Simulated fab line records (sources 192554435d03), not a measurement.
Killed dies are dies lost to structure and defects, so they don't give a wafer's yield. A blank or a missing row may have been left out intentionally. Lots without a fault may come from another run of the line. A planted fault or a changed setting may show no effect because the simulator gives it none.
Chamber matching | flow n5 finfet | N5_BEOL_M0_CUTY_DESCUM_61 on rie diel-04: 4 sister chambers
The step chemistry O2, time 7.9 s. 14 wafers are shown with their chamber, then 7 later ones without.

WAFERS WITH THEIR CHAMBER
wafer  | chamber | showerhead plenum p Torr (Torr) | drypump motor current A (A) | throttle valve pct (%)
L225.1 | 1       | 2.24                            | 6.4                         | 20.61
L225.3 | 2       | 2.01                            | 5.9                         | 20.48
L225.5 | 2       | 2.01                            | 5.9                         | 20.49
L226.2 | 1       | 2.24                            | 6.4                         | 20.62
L226.4 | 1       | 2.24                            | 6.4                         | 20.62
L226.5 | 3       | 2.16                            | 6.0                         | 20.78
L228.1 | 2       | 2.00                            | 5.9                         | 20.47
L228.2 | 3       | 2.16                            | 6.0                         | 20.80
L228.4 | 3       | 2.16                            | 6.0                         | 20.79
L235.1 | 0       | 2.05                            | 5.7                         | 20.50
L235.5 | 3       | 2.16                            | 6.0                         | 20.81
L235.6 | 2       | 2.00                            | 5.9                         | 20.50
L239.1 | 3       | 2.15                            | 5.9                         | 20.83
L239.2 | 1       | 2.23                            | 6.4                         | 20.63

SIGNATURES (means of the wafers above)
reading                  | chamber 0 | chamber 1 | chamber 2 | chamber 3 | scatter within a chamber
showerhead plenum p Torr | 2.0500    | 2.2375    | 2.0050    | 2.1580    | 0.00505
drypump motor current A  | 5.700     | 6.400     | 5.900     | 5.980     | 0.0283
throttle valve pct       | 20.5000   | 20.6200   | 20.4850   | 20.8020   | 0.0148
Rule: a wafer's distance from a chamber is the root of the sum, over the readings, of the square of ((its reading less the chamber's mean) divided by the reading's scatter). If the next closest chamber is less than 2 further off than the closest, the wafer can't be placed; otherwise it belongs to the closest. The scatter: take each reading less its chamber's mean, square it, sum over the shown wafers, divide by the number of wafers less the number of chambers, and take the root.

WAFERS WITH NO CHAMBER GIVEN
wafer  | showerhead plenum p Torr (Torr) | drypump motor current A (A) | throttle valve pct (%)
L239.4 | 2.15                            | 5.9                         | 20.81
L241.1 | 2.23                            | 6.4                         | 20.65
L241.4 | 2.15                            | 6.0                         | 20.83
L241.6 | 2.23                            | 6.4                         | 20.68
L245.4 | 2.23                            | 6.4                         | 20.69
L245.5 | 2.15                            | 5.9                         | 20.84
L245.6 | 2.26                            | 5.9                         | 20.07

THE CHAMBER EACH PASSED THROUGH
wafer  | from the rows above | in truth
L239.4 | 3                   | 3
L241.1 | 1                   | 1
L241.4 | 3                   | 3
L241.6 | 1                   | 1
L245.4 | 1                   | 1
L245.5 | 3                   | 3
L245.6 | 1                   | 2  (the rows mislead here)
Placed correctly: 6 of 7. Left unplaced by these rows: 0. 1 placed wrongly.
